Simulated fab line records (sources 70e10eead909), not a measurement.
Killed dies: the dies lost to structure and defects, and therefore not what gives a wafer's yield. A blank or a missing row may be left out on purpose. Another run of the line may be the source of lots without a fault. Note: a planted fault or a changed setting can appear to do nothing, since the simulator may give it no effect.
fab line records :: flow nandHarc
record:
  lots: 14
  wafers: 42
  lastDay: 34
route steps=1302 shown P_M0@272 P_M1@293
lots that met no fault: from a run of the same line without faults
startH: hours from the record's opening day to when the first of the lot's shown wafers began :: waitH: hours since the lot's step before :: " as in the row above :: L1.1+2: several wafers, shown together as one row :: - no value, or no start was given :: * or withheld: withheld :: < > ~ a bound
route shown NAME@n: NAME is a module with steps in the file, n the number in the route of the first one :: usual: mean/standard deviation of fault-free wafers :: same: alike in all rows :: chamber/n: place in a boat :: sites: each site's reading :: _std_site: standard deviation of those values :: _edge_site: outer sites' mean less inner sites' :: radiusMm: for every site, how far away it sits from the centre of the wafer :: mask NAME#n: copy n :: behind: the last tool/chamber to shape the wafer :: hold: the reason the lot was held/the length of the hold in hours/how it ended :: device: whichever transistor did not switch (one of n, p or np) :: end of line: at the end of the route, the tests of the same wafers :: where a step has no rows: the recipe by itself :: killed: at the first sort, the dies lost to defects and structure; wafer yield is something else :: map: a wafer's dies, marking killed ones x, the rest . and places with no die _
set.NAME: the setting the step ran with; set.NAME@STEP: the setting that earlier step ran with :: model.NAME: the simulator's own value behind a step, which no gauge read
route steps across a sampled set of lots; one table per step, one row per wafer
services: a tool's chamber out of use, with start hour (startH, from the record's first day; less than 0 if before it), hours out, and reason
== steps ==
step: NHARC_P_M0_DEGAS_28
recipe:
  tempC: 250
  timeS: 60
usual:
  heaterPowerW: 332/38
lot.wafer: L413.1
tool: pvdSputter-03
chamber: -
startH: 125.77
waitH: -
heaterPowerW: 331

lot.wafer: L413.2
tool: pvdSputter-03
chamber: -
startH: 125.77
waitH: -
heaterPowerW: 312

lot.wafer: L413.5
tool: pvdSputter-03
chamber: -
startH: 125.77
waitH: -
heaterPowerW: 307

lot.wafer: L414.4
tool: pvdSputter-03
chamber: -
startH: 129.37
waitH: -
heaterPowerW: 298

lot.wafer: L414.1
tool: pvdSputter-03
chamber: -
startH: 129.37
waitH: -
heaterPowerW: 324

lot.wafer: L414.3
tool: pvdSputter-03
chamber: -
startH: 129.37
waitH: -
heaterPowerW: 312

lot.wafer: L416.2
tool: pvdSputter-02
chamber: -
startH: 148.31
waitH: -
heaterPowerW: 302

lot.wafer: L416.1
tool: pvdSputter-02
chamber: -
startH: 148.31
waitH: -
heaterPowerW: 354

lot.wafer: L416.4
tool: pvdSputter-02
chamber: -
startH: 148.31
waitH: -
heaterPowerW: 383

lot.wafer: L417.4
tool: pvdSputter-01
chamber: -
startH: 161.97
waitH: -
heaterPowerW: 399

lot.wafer: L417.3
tool: pvdSputter-01
chamber: -
startH: 161.97
waitH: -
heaterPowerW: 324

lot.wafer: L417.6
tool: pvdSputter-01
chamber: -
startH: 161.97
waitH: -
heaterPowerW: 324

lot.wafer: L418.2
tool: pvdSputter-02
chamber: -
startH: 176.92
waitH: -
heaterPowerW: 381

lot.wafer: L418.1
tool: pvdSputter-02
chamber: -
startH: 176.92
waitH: -
heaterPowerW: 271

lot.wafer: L418.6
tool: pvdSputter-02
chamber: -
startH: 176.92
waitH: -
heaterPowerW: 395

lot.wafer: L420.4
tool: pvdSputter-01
chamber: -
startH: 191.92
waitH: -
heaterPowerW: 391

lot.wafer: L420.1
tool: pvdSputter-01
chamber: -
startH: 191.92
waitH: -
heaterPowerW: 341

lot.wafer: L420.6
tool: pvdSputter-01
chamber: -
startH: 191.92
waitH: -
heaterPowerW: 315

lot.wafer: L424.1
tool: pvdSputter-03
chamber: -
startH: 236.21
waitH: -
heaterPowerW: 299

lot.wafer: L424.6
tool: pvdSputter-03
chamber: -
startH: 236.21
waitH: -
heaterPowerW: 295

lot.wafer: L424.5
tool: pvdSputter-03
chamber: -
startH: 236.21
waitH: -
heaterPowerW: 289

lot.wafer: L425.4
tool: pvdSputter-01
chamber: -
startH: 239.06
waitH: -
heaterPowerW: 331

lot.wafer: L425.1
tool: pvdSputter-01
chamber: -
startH: 239.06
waitH: -
heaterPowerW: 415

lot.wafer: L425.2
tool: pvdSputter-01
chamber: -
startH: 239.06
waitH: -
heaterPowerW: 307

lot.wafer: L427.4
tool: pvdSputter-01
chamber: -
startH: 269.18
waitH: -
heaterPowerW: 405

lot.wafer: L427.1
tool: pvdSputter-01
chamber: -
startH: 269.18
waitH: -
heaterPowerW: 315

lot.wafer: L427.3
tool: pvdSputter-01
chamber: -
startH: 269.18
waitH: -
heaterPowerW: 352

lot.wafer: L428.3
tool: pvdSputter-03
chamber: -
startH: 270.15
waitH: -
heaterPowerW: 300

lot.wafer: L428.4
tool: pvdSputter-03
chamber: -
startH: 270.15
waitH: -
heaterPowerW: 290

lot.wafer: L428.5
tool: pvdSputter-03
chamber: -
startH: 270.15
waitH: -
heaterPowerW: 304

lot.wafer: L430.3
tool: pvdSputter-01
chamber: -
startH: 286.56
waitH: -
heaterPowerW: 411

lot.wafer: L430.6
tool: pvdSputter-01
chamber: -
startH: 286.56
waitH: -
heaterPowerW: 316

lot.wafer: L430.5
tool: pvdSputter-01
chamber: -
startH: 286.56
waitH: -
heaterPowerW: 331

lot.wafer: L433.2
tool: pvdSputter-03
chamber: -
startH: 322.06
waitH: -
heaterPowerW: 304

lot.wafer: L433.6
tool: pvdSputter-03
chamber: -
startH: 322.06
waitH: -
heaterPowerW: 303

lot.wafer: L433.5
tool: pvdSputter-03
chamber: -
startH: 322.06
waitH: -
heaterPowerW: 302

lot.wafer: L434.2
tool: pvdSputter-03
chamber: -
startH: 329.31
waitH: -
heaterPowerW: 303

lot.wafer: L434.3
tool: pvdSputter-03
chamber: -
startH: 329.31
waitH: -
heaterPowerW: 293

lot.wafer: L434.6
tool: pvdSputter-03
chamber: -
startH: 329.31
waitH: -
heaterPowerW: 308

lot.wafer: L436.2
tool: pvdSputter-01
chamber: -
startH: 358.70
waitH: -
heaterPowerW: 418

lot.wafer: L436.6
tool: pvdSputter-01
chamber: -
startH: 358.70
waitH: -
heaterPowerW: 351

lot.wafer: L436.5
tool: pvdSputter-01
chamber: -
startH: 358.70
waitH: -
heaterPowerW: 410
step: NHARC_P_M0_THK_MEAS_24
recipe:
  thkMeasGauge: xrf
usual:
  thkNm: 117.4/1.6
lot.wafer: L413.1
tool: filmMetro-02
chamber: -
startH: 127.15
waitH: -
thkNm: 115.8

lot.wafer: L413.2
tool: filmMetro-02
chamber: -
startH: 127.15
waitH: -
thkNm: 116.3

lot.wafer: L413.5
tool: filmMetro-02
chamber: -
startH: 127.15
waitH: -
thkNm: 117.5

lot.wafer: L414.1
tool: filmMetro-01
chamber: -
startH: 130.77
waitH: -
thkNm: 119.7

lot.wafer: L414.3
tool: filmMetro-01
chamber: -
startH: 130.77
waitH: -
thkNm: 118.1

lot.wafer: L414.4
tool: filmMetro-01
chamber: -
startH: 130.77
waitH: -
thkNm: 113.5

lot.wafer: L416.1
tool: filmMetro-01
chamber: -
startH: 149.72
waitH: -
thkNm: 115.9

lot.wafer: L416.2
tool: filmMetro-01
chamber: -
startH: 149.72
waitH: -
thkNm: 118.2

lot.wafer: L416.4
tool: filmMetro-01
chamber: -
startH: 149.72
waitH: -
thkNm: 117.9

lot.wafer: L417.3
tool: filmMetro-01
chamber: -
startH: 165.31
waitH: -
thkNm: 119.1

lot.wafer: L417.4
tool: filmMetro-01
chamber: -
startH: 165.31
waitH: -
thkNm: 114.6

lot.wafer: L417.6
tool: filmMetro-01
chamber: -
startH: 165.31
waitH: -
thkNm: 117.8

lot.wafer: L418.1
tool: filmMetro-01
chamber: -
startH: 178.32
waitH: -
thkNm: 119.0

lot.wafer: L418.2
tool: filmMetro-01
chamber: -
startH: 178.32
waitH: -
thkNm: 116.6

lot.wafer: L418.6
tool: filmMetro-01
chamber: -
startH: 178.32
waitH: -
thkNm: 118.1

lot.wafer: L420.1
tool: filmMetro-02
chamber: -
startH: 193.33
waitH: -
thkNm: 115.4

lot.wafer: L420.4
tool: filmMetro-02
chamber: -
startH: 193.33
waitH: -
thkNm: 117.9

lot.wafer: L420.6
tool: filmMetro-02
chamber: -
startH: 193.33
waitH: -
thkNm: 118.1

lot.wafer: L424.1
tool: filmMetro-02
chamber: -
startH: 237.59
waitH: -
thkNm: 118.5

lot.wafer: L424.5
tool: filmMetro-02
chamber: -
startH: 237.59
waitH: -
thkNm: 118.5

lot.wafer: L424.6
tool: filmMetro-02
chamber: -
startH: 237.59
waitH: -
thkNm: 120.2

lot.wafer: L425.1
tool: filmMetro-02
chamber: -
startH: 240.45
waitH: -
thkNm: 116.7

lot.wafer: L425.2
tool: filmMetro-02
chamber: -
startH: 240.45
waitH: -
thkNm: 118.8

lot.wafer: L425.4
tool: filmMetro-02
chamber: -
startH: 240.45
waitH: -
thkNm: 114.9

lot.wafer: L427.1
tool: filmMetro-01
chamber: -
startH: 270.59
waitH: -
thkNm: 117.6

lot.wafer: L427.3
tool: filmMetro-01
chamber: -
startH: 270.59
waitH: -
thkNm: 118.6

lot.wafer: L427.4
tool: filmMetro-01
chamber: -
startH: 270.59
waitH: -
thkNm: 115.1

lot.wafer: L428.3
tool: filmMetro-01
chamber: -
startH: 271.56
waitH: -
thkNm: 116.3

lot.wafer: L428.4
tool: filmMetro-01
chamber: -
startH: 271.56
waitH: -
thkNm: 116.6

lot.wafer: L428.5
tool: filmMetro-01
chamber: -
startH: 271.56
waitH: -
thkNm: 119.5

lot.wafer: L430.3
tool: filmMetro-01
chamber: -
startH: 287.96
waitH: -
thkNm: 115.1

lot.wafer: L430.5
tool: filmMetro-01
chamber: -
startH: 287.96
waitH: -
thkNm: 115.5

lot.wafer: L430.6
tool: filmMetro-01
chamber: -
startH: 287.96
waitH: -
thkNm: 117.9

lot.wafer: L433.2
tool: filmMetro-01
chamber: -
startH: 323.44
waitH: -
thkNm: 116.4

lot.wafer: L433.5
tool: filmMetro-01
chamber: -
startH: 323.44
waitH: -
thkNm: 114.6

lot.wafer: L433.6
tool: filmMetro-01
chamber: -
startH: 323.44
waitH: -
thkNm: 116.4

lot.wafer: L434.2
tool: filmMetro-02
chamber: -
startH: 330.71
waitH: -
thkNm: 118.9

lot.wafer: L434.3
tool: filmMetro-02
chamber: -
startH: 330.71
waitH: -
thkNm: 118.8

lot.wafer: L434.6
tool: filmMetro-02
chamber: -
startH: 330.71
waitH: -
thkNm: 118.6

lot.wafer: L436.2
tool: filmMetro-01
chamber: -
startH: 360.09
waitH: -
thkNm: 117.6

lot.wafer: L436.5
tool: filmMetro-01
chamber: -
startH: 360.09
waitH: -
thkNm: 118.5

lot.wafer: L436.6
tool: filmMetro-01
chamber: -
startH: 360.09
waitH: -
thkNm: 118.7
step: NHARC_P_M0_INSPECT_27
usual:
  rawDefectCount: 282/120
lot.wafer: L413.1
tool: defectInspect-02
chamber: -
startH: 127.31
waitH: 0.0
rawDefectCount: 143

lot.wafer: L413.2
tool: defectInspect-02
chamber: -
startH: 127.31
waitH: 0.0
rawDefectCount: 138

lot.wafer: L413.5
tool: defectInspect-02
chamber: -
startH: 127.31
waitH: 0.0
rawDefectCount: 127

lot.wafer: L414.1
tool: defectInspect-02
chamber: -
startH: 130.92
waitH: 0.0
rawDefectCount: 204

lot.wafer: L414.3
tool: defectInspect-02
chamber: -
startH: 130.92
waitH: 0.0
rawDefectCount: 330

lot.wafer: L414.4
tool: defectInspect-02
chamber: -
startH: 130.92
waitH: 0.0
rawDefectCount: 293

lot.wafer: L416.1
tool: defectInspect-01
chamber: -
startH: 149.88
waitH: 0.0
rawDefectCount: 136

lot.wafer: L416.2
tool: defectInspect-01
chamber: -
startH: 149.88
waitH: 0.0
rawDefectCount: 302

lot.wafer: L416.4
tool: defectInspect-01
chamber: -
startH: 149.88
waitH: 0.0
rawDefectCount: 233

lot.wafer: L417.3
tool: defectInspect-01
chamber: -
startH: 165.47
waitH: 0.0
rawDefectCount: 424

lot.wafer: L417.4
tool: defectInspect-01
chamber: -
startH: 165.47
waitH: 0.0
rawDefectCount: 322

lot.wafer: L417.6
tool: defectInspect-01
chamber: -
startH: 165.47
waitH: 0.0
rawDefectCount: 271

lot.wafer: L418.1
tool: defectInspect-01
chamber: -
startH: 178.48
waitH: 0.0
rawDefectCount: 283

lot.wafer: L418.2
tool: defectInspect-01
chamber: -
startH: 178.48
waitH: 0.0
rawDefectCount: 505

lot.wafer: L418.6
tool: defectInspect-01
chamber: -
startH: 178.48
waitH: 0.0
rawDefectCount: 531

lot.wafer: L420.1
tool: defectInspect-02
chamber: -
startH: 193.48
waitH: 0.0
rawDefectCount: 295

lot.wafer: L420.4
tool: defectInspect-02
chamber: -
startH: 193.48
waitH: 0.0
rawDefectCount: 358

lot.wafer: L420.6
tool: defectInspect-02
chamber: -
startH: 193.48
waitH: 0.0
rawDefectCount: 505

lot.wafer: L424.1
tool: defectInspect-02
chamber: -
startH: 237.78
waitH: 0.0
rawDefectCount: 335

lot.wafer: L424.5
tool: defectInspect-02
chamber: -
startH: 237.78
waitH: 0.0
rawDefectCount: 295

lot.wafer: L424.6
tool: defectInspect-02
chamber: -
startH: 237.78
waitH: 0.0
rawDefectCount: 421

lot.wafer: L425.1
tool: defectInspect-01
chamber: -
startH: 240.64
waitH: 0.0
rawDefectCount: 160

lot.wafer: L425.2
tool: defectInspect-01
chamber: -
startH: 240.64
waitH: 0.0
rawDefectCount: 242

lot.wafer: L425.4
tool: defectInspect-01
chamber: -
startH: 240.64
waitH: 0.0
rawDefectCount: 126

lot.wafer: L427.1
tool: defectInspect-01
chamber: -
startH: 270.75
waitH: 0.0
rawDefectCount: 118

lot.wafer: L427.3
tool: defectInspect-01
chamber: -
startH: 270.75
waitH: 0.0
rawDefectCount: 169

lot.wafer: L427.4
tool: defectInspect-01
chamber: -
startH: 270.75
waitH: 0.0
rawDefectCount: 83

lot.wafer: L428.3
tool: defectInspect-01
chamber: -
startH: 271.71
waitH: 0.0
rawDefectCount: 176

lot.wafer: L428.4
tool: defectInspect-01
chamber: -
startH: 271.71
waitH: 0.0
rawDefectCount: 199

lot.wafer: L428.5
tool: defectInspect-01
chamber: -
startH: 271.71
waitH: 0.0
rawDefectCount: 187

lot.wafer: L430.3
tool: defectInspect-01
chamber: -
startH: 288.12
waitH: 0.0
rawDefectCount: 403

lot.wafer: L430.5
tool: defectInspect-01
chamber: -
startH: 288.12
waitH: 0.0
rawDefectCount: 312

lot.wafer: L430.6
tool: defectInspect-01
chamber: -
startH: 288.12
waitH: 0.0
rawDefectCount: 180

lot.wafer: L433.2
tool: defectInspect-02
chamber: -
startH: 323.60
waitH: 0.0
rawDefectCount: 221

lot.wafer: L433.5
tool: defectInspect-02
chamber: -
startH: 323.60
waitH: 0.0
rawDefectCount: 191

lot.wafer: L433.6
tool: defectInspect-02
chamber: -
startH: 323.60
waitH: 0.0
rawDefectCount: 196

lot.wafer: L434.2
tool: defectInspect-01
chamber: -
startH: 330.87
waitH: 0.0
rawDefectCount: 427

lot.wafer: L434.3
tool: defectInspect-01
chamber: -
startH: 330.87
waitH: 0.0
rawDefectCount: 769

lot.wafer: L434.6
tool: defectInspect-01
chamber: -
startH: 330.87
waitH: 0.0
rawDefectCount: 399

lot.wafer: L436.2
tool: defectInspect-01
chamber: -
startH: 360.24
waitH: 0.0
rawDefectCount: 250

lot.wafer: L436.5
tool: defectInspect-01
chamber: -
startH: 360.24
waitH: 0.0
rawDefectCount: 185

lot.wafer: L436.6
tool: defectInspect-01
chamber: -
startH: 360.24
waitH: 0.0
rawDefectCount: 164
step: NHARC_P_M1_PEB_07
recipe:
  pebTempC: 100
  pebTimeS: 65
usual:
  heaterPowerTotalW: 156.6/0.42
  plateTempC: 99.98/0.14
same:
  pebTimeS: 65
lot.wafer: L413.1
tool: lithoTrack-06
chamber: 0
startH: 128.62
waitH: 0.1
heaterPowerTotalW: 156.4
plateTempC: 100.06

lot.wafer: L413.2
tool: lithoTrack-06
chamber: 0
startH: 128.62
waitH: 0.1
heaterPowerTotalW: 156.5
plateTempC: 100.20

lot.wafer: L413.5
tool: lithoTrack-06
chamber: 0
startH: 128.62
waitH: 0.1
heaterPowerTotalW: 157.0
plateTempC: 99.98

lot.wafer: L414.1
tool: lithoTrack-06
chamber: 0
startH: 132.24
waitH: 0.1
heaterPowerTotalW: 156.8
plateTempC: 100.01

lot.wafer: L414.3
tool: lithoTrack-06
chamber: 0
startH: 132.24
waitH: 0.1
heaterPowerTotalW: 156.5
plateTempC: 100.20

lot.wafer: L414.4
tool: lithoTrack-06
chamber: 0
startH: 132.24
waitH: 0.1
heaterPowerTotalW: 156.2
plateTempC: 100.00

lot.wafer: L416.1
tool: lithoTrack-04
chamber: 0
startH: 151.06
waitH: 0.1
heaterPowerTotalW: 156.4
plateTempC: 99.99

lot.wafer: L416.2
tool: lithoTrack-04
chamber: 0
startH: 151.06
waitH: 0.1
heaterPowerTotalW: 157.1
plateTempC: 100.13

lot.wafer: L416.4
tool: lithoTrack-04
chamber: 0
startH: 151.06
waitH: 0.1
heaterPowerTotalW: 156.7
plateTempC: 100.00

lot.wafer: L417.3
tool: lithoTrack-01
chamber: 0
startH: 166.76
waitH: 0.0
heaterPowerTotalW: 156.0
plateTempC: 100.17

lot.wafer: L417.4
tool: lithoTrack-01
chamber: 0
startH: 166.76
waitH: 0.0
heaterPowerTotalW: 156.5
plateTempC: 100.05

lot.wafer: L417.6
tool: lithoTrack-01
chamber: 0
startH: 166.76
waitH: 0.0
heaterPowerTotalW: 156.0
plateTempC: 100.11

lot.wafer: L418.1
tool: lithoTrack-04
chamber: 0
startH: 179.80
waitH: 0.1
heaterPowerTotalW: 156.7
plateTempC: 100.18

lot.wafer: L418.2
tool: lithoTrack-04
chamber: 0
startH: 179.80
waitH: 0.1
heaterPowerTotalW: 156.6
plateTempC: 100.12

lot.wafer: L418.6
tool: lithoTrack-04
chamber: 0
startH: 179.80
waitH: 0.1
heaterPowerTotalW: 156.8
plateTempC: 99.81

lot.wafer: L420.1
tool: lithoTrack-06
chamber: 0
startH: 194.89
waitH: 0.1
heaterPowerTotalW: 156.0
plateTempC: 100.04

lot.wafer: L420.4
tool: lithoTrack-06
chamber: 0
startH: 194.89
waitH: 0.1
heaterPowerTotalW: 156.2
plateTempC: 100.11

lot.wafer: L420.6
tool: lithoTrack-06
chamber: 0
startH: 194.89
waitH: 0.1
heaterPowerTotalW: 157.2
plateTempC: 99.94

lot.wafer: L424.1
tool: lithoTrack-04
chamber: 0
startH: 238.97
waitH: 0.1
heaterPowerTotalW: 156.3
plateTempC: 99.92

lot.wafer: L424.5
tool: lithoTrack-04
chamber: 0
startH: 238.97
waitH: 0.1
heaterPowerTotalW: 156.4
plateTempC: 99.70

lot.wafer: L424.6
tool: lithoTrack-04
chamber: 0
startH: 238.97
waitH: 0.1
heaterPowerTotalW: 156.1
plateTempC: 99.78

lot.wafer: L425.1
tool: lithoTrack-04
chamber: 0
startH: 241.96
waitH: 0.1
heaterPowerTotalW: 156.6
plateTempC: 100.02

lot.wafer: L425.2
tool: lithoTrack-04
chamber: 0
startH: 241.96
waitH: 0.1
heaterPowerTotalW: 156.1
plateTempC: 99.95

lot.wafer: L425.4
tool: lithoTrack-04
chamber: 0
startH: 241.96
waitH: 0.1
heaterPowerTotalW: 156.5
plateTempC: 100.09

lot.wafer: L427.1
tool: lithoTrack-06
chamber: 0
startH: 272.05
waitH: 0.1
heaterPowerTotalW: 156.1
plateTempC: 100.13

lot.wafer: L427.3
tool: lithoTrack-06
chamber: 0
startH: 272.05
waitH: 0.1
heaterPowerTotalW: 156.0
plateTempC: 99.86

lot.wafer: L427.4
tool: lithoTrack-06
chamber: 0
startH: 272.05
waitH: 0.1
heaterPowerTotalW: 156.0
plateTempC: 99.76

lot.wafer: L428.3
tool: lithoTrack-04
chamber: 0
startH: 273.03
waitH: 0.0
heaterPowerTotalW: 170.2
plateTempC: 105.91

lot.wafer: L428.4
tool: lithoTrack-04
chamber: 0
startH: 273.03
waitH: 0.0
heaterPowerTotalW: 169.4
plateTempC: 106.01

lot.wafer: L428.5
tool: lithoTrack-04
chamber: 0
startH: 273.03
waitH: 0.0
heaterPowerTotalW: 170.2
plateTempC: 106.13

lot.wafer: L430.3
tool: lithoTrack-04
chamber: 0
startH: 289.44
waitH: 0.0
heaterPowerTotalW: 170.2
plateTempC: 106.03

lot.wafer: L430.5
tool: lithoTrack-04
chamber: 0
startH: 289.44
waitH: 0.0
heaterPowerTotalW: 169.4
plateTempC: 106.11

lot.wafer: L430.6
tool: lithoTrack-04
chamber: 0
startH: 289.44
waitH: 0.0
heaterPowerTotalW: 170.2
plateTempC: 106.00

lot.wafer: L433.2
tool: lithoTrack-06
chamber: 0
startH: 325.14
waitH: 0.1
heaterPowerTotalW: 156.5
plateTempC: 100.06

lot.wafer: L433.5
tool: lithoTrack-06
chamber: 0
startH: 325.14
waitH: 0.1
heaterPowerTotalW: 156.5
plateTempC: 100.05

lot.wafer: L433.6
tool: lithoTrack-06
chamber: 0
startH: 325.14
waitH: 0.1
heaterPowerTotalW: 156.0
plateTempC: 100.12

lot.wafer: L434.2
tool: lithoTrack-06
chamber: 0
startH: 332.20
waitH: 0.1
heaterPowerTotalW: 157.0
plateTempC: 99.94

lot.wafer: L434.3
tool: lithoTrack-06
chamber: 0
startH: 332.20
waitH: 0.1
heaterPowerTotalW: 156.5
plateTempC: 99.78

lot.wafer: L434.6
tool: lithoTrack-06
chamber: 0
startH: 332.20
waitH: 0.1
heaterPowerTotalW: 156.3
plateTempC: 99.88

lot.wafer: L436.2
tool: lithoTrack-01
chamber: 0
startH: 361.43
waitH: 0.1
heaterPowerTotalW: 156.4
plateTempC: 99.79

lot.wafer: L436.5
tool: lithoTrack-01
chamber: 0
startH: 361.43
waitH: 0.1
heaterPowerTotalW: 156.2
plateTempC: 99.92

lot.wafer: L436.6
tool: lithoTrack-01
chamber: 0
startH: 361.43
waitH: 0.1
heaterPowerTotalW: 156.8
plateTempC: 99.94
step: NHARC_P_M1_CD_MEAS_09
recipe:
  targetCdNm: 130
  landingEnergyEv: 500
usual:
  cdNm: 129.6/0.68
same:
  landingEnergyEv: 500
lot.wafer: L413.1
tool: cdSem-03
chamber: 0
startH: 128.70
waitH: -
cdNm: 128.9

lot.wafer: L413.2
tool: cdSem-03
chamber: 0
startH: 128.70
waitH: -
cdNm: 129.7

lot.wafer: L413.5
tool: cdSem-03
chamber: 0
startH: 128.70
waitH: -
cdNm: 129.4

lot.wafer: L414.1
tool: cdSem-02
chamber: 0
startH: 132.32
waitH: -
cdNm: 129.4

lot.wafer: L414.3
tool: cdSem-02
chamber: 0
startH: 132.32
waitH: -
cdNm: 130.3

lot.wafer: L414.4
tool: cdSem-02
chamber: 0
startH: 132.32
waitH: -
cdNm: 129.2

lot.wafer: L416.1
tool: cdSem-02
chamber: 0
startH: 151.14
waitH: -
cdNm: 128.3

lot.wafer: L416.2
tool: cdSem-02
chamber: 0
startH: 151.14
waitH: -
cdNm: 130.1

lot.wafer: L416.4
tool: cdSem-02
chamber: 0
startH: 151.14
waitH: -
cdNm: 129.2

lot.wafer: L417.3
tool: cdSem-02
chamber: 0
startH: 166.85
waitH: -
cdNm: 128.6

lot.wafer: L417.4
tool: cdSem-02
chamber: 0
startH: 166.85
waitH: -
cdNm: 130.6

lot.wafer: L417.6
tool: cdSem-02
chamber: 0
startH: 166.85
waitH: -
cdNm: 129.7

lot.wafer: L418.1
tool: cdSem-01
chamber: 0
startH: 179.88
waitH: -
cdNm: 129.1

lot.wafer: L418.2
tool: cdSem-01
chamber: 0
startH: 179.88
waitH: -
cdNm: 128.1

lot.wafer: L418.6
tool: cdSem-01
chamber: 0
startH: 179.88
waitH: -
cdNm: 129.8

lot.wafer: L420.1
tool: cdSem-01
chamber: 0
startH: 194.97
waitH: -
cdNm: 129.9

lot.wafer: L420.4
tool: cdSem-01
chamber: 0
startH: 194.97
waitH: -
cdNm: 129.5

lot.wafer: L420.6
tool: cdSem-01
chamber: 0
startH: 194.97
waitH: -
cdNm: 129.4

lot.wafer: L424.1
tool: cdSem-03
chamber: 0
startH: 239.05
waitH: -
cdNm: 129.9

lot.wafer: L424.5
tool: cdSem-03
chamber: 0
startH: 239.05
waitH: -
cdNm: 129.2

lot.wafer: L424.6
tool: cdSem-03
chamber: 0
startH: 239.05
waitH: -
cdNm: 130.2

lot.wafer: L425.1
tool: cdSem-02
chamber: 0
startH: 242.04
waitH: -
cdNm: 128.9

lot.wafer: L425.2
tool: cdSem-02
chamber: 0
startH: 242.04
waitH: -
cdNm: 130.0

lot.wafer: L425.4
tool: cdSem-02
chamber: 0
startH: 242.04
waitH: -
cdNm: 129.2

lot.wafer: L427.1
tool: cdSem-01
chamber: 0
startH: 272.13
waitH: -
cdNm: 129.8

lot.wafer: L427.3
tool: cdSem-01
chamber: 0
startH: 272.13
waitH: -
cdNm: 130.6

lot.wafer: L427.4
tool: cdSem-01
chamber: 0
startH: 272.13
waitH: -
cdNm: 129.4

lot.wafer: L428.3
tool: cdSem-01
chamber: 0
startH: 273.11
waitH: -
cdNm: 148.4

lot.wafer: L428.4
tool: cdSem-01
chamber: 0
startH: 273.11
waitH: -
cdNm: 149.4

lot.wafer: L428.5
tool: cdSem-01
chamber: 0
startH: 273.11
waitH: -
cdNm: 148.4

lot.wafer: L430.3
tool: cdSem-02
chamber: 0
startH: 289.52
waitH: -
cdNm: 148.0

lot.wafer: L430.5
tool: cdSem-02
chamber: 0
startH: 289.52
waitH: -
cdNm: 148.3

lot.wafer: L430.6
tool: cdSem-02
chamber: 0
startH: 289.52
waitH: -
cdNm: 148.6

lot.wafer: L433.2
tool: cdSem-01
chamber: 0
startH: 325.22
waitH: -
cdNm: 129.7

lot.wafer: L433.5
tool: cdSem-01
chamber: 0
startH: 325.22
waitH: -
cdNm: 128.5

lot.wafer: L433.6
tool: cdSem-01
chamber: 0
startH: 325.22
waitH: -
cdNm: 129.3

lot.wafer: L434.2
tool: cdSem-03
chamber: 0
startH: 332.28
waitH: -
cdNm: 129.7

lot.wafer: L434.3
tool: cdSem-03
chamber: 0
startH: 332.28
waitH: -
cdNm: 129.0

lot.wafer: L434.6
tool: cdSem-03
chamber: 0
startH: 332.28
waitH: -
cdNm: 129.1

lot.wafer: L436.2
tool: cdSem-03
chamber: 0
startH: 361.51
waitH: -
cdNm: 128.2

lot.wafer: L436.5
tool: cdSem-03
chamber: 0
startH: 361.51
waitH: -
cdNm: 129.4

lot.wafer: L436.6
tool: cdSem-03
chamber: 0
startH: 361.51
waitH: -
cdNm: 130.2
== services ==
tool: pvdSputter-02
chamber: -
startH: 104.00
hours: 10.0
kind: pm

tool: pvdSputter-01
chamber: -
startH: 144.54
hours: 1.9
kind: repair

tool: lithoTrack-01
chamber: -
startH: 155.00
hours: 7.0
kind: pm

tool: pvdSputter-03
chamber: -
startH: 170.00
hours: 10.0
kind: pm

tool: lithoTrack-06
chamber: -
startH: 179.00
hours: 7.0
kind: pm

tool: pvdSputter-03
chamber: -
startH: 182.46
hours: 2.2
kind: repair

tool: pvdSputter-02
chamber: -
startH: 183.48
hours: 7.7
kind: repair

tool: pvdSputter-01
chamber: -
startH: 192.34
hours: 3.2
kind: repair

tool: lithoTrack-04
chamber: -
startH: 203.00
hours: 7.0
kind: pm

tool: pvdSputter-03
chamber: -
startH: 214.92
hours: 15.2
kind: repair

tool: pvdSputter-01
chamber: -
startH: 226.00
hours: 10.0
kind: pm

tool: pvdSputter-02
chamber: -
startH: 282.00
hours: 10.0
kind: pm

tool: pvdSputter-01
chamber: -
startH: 321.62
hours: 2.4
kind: repair

tool: lithoTrack-01
chamber: -
startH: 330.00
hours: 7.0
kind: pm

tool: pvdSputter-03
chamber: -
startH: 344.39
hours: 3.8
kind: repair

tool: lithoTrack-06
chamber: -
startH: 354.00
hours: 7.0
kind: pm
== key ==
firstSign:
  step: NHARC_P_M1_PEB_07
  reading: plateTempC
  direction: up
  sigmas: 44
  usual: *
  struck: *
effect:
  step: NHARC_P_M1_PEB_07
  reading: heaterPowerTotalW
  direction: up
  sigmas: 32
  usual: *
  struck: *
effect:
  step: NHARC_P_M1_CD_MEAS_09
  reading: cdNm
  direction: up
  sigmas: 28
  usual: 129.6
  struck: 148.5
metAt NHARC_P_M1_PEB_07
struckLots L428,L430
rowsEnd L428.3,L430.3,L430.5,L430.6
sortLeftOut L428.4,L428.5
notActingAt NHARC_P_M0_DEGAS_28,NHARC_P_M0_THK_MEAS_24,NHARC_P_M0_INSPECT_27
onsetBetween 241.96 273.03
fault:
  kind: processParameterDrift
  tool: lithoTrack-04
  chamber: -
  onsetH: 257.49
  steps: NHARC_P_M1_PEB_07
  channel: pebTempC
  offset: *
  shape: step
  actsIn: *
  stated: *
sortLeftOut: the simulated sort isn't trusted on such a fault, so these wafers' sort isn't shown, and their yield isn't known
rowsEnd: these wafers met a further fault down the route, and their rows from its step on are left out
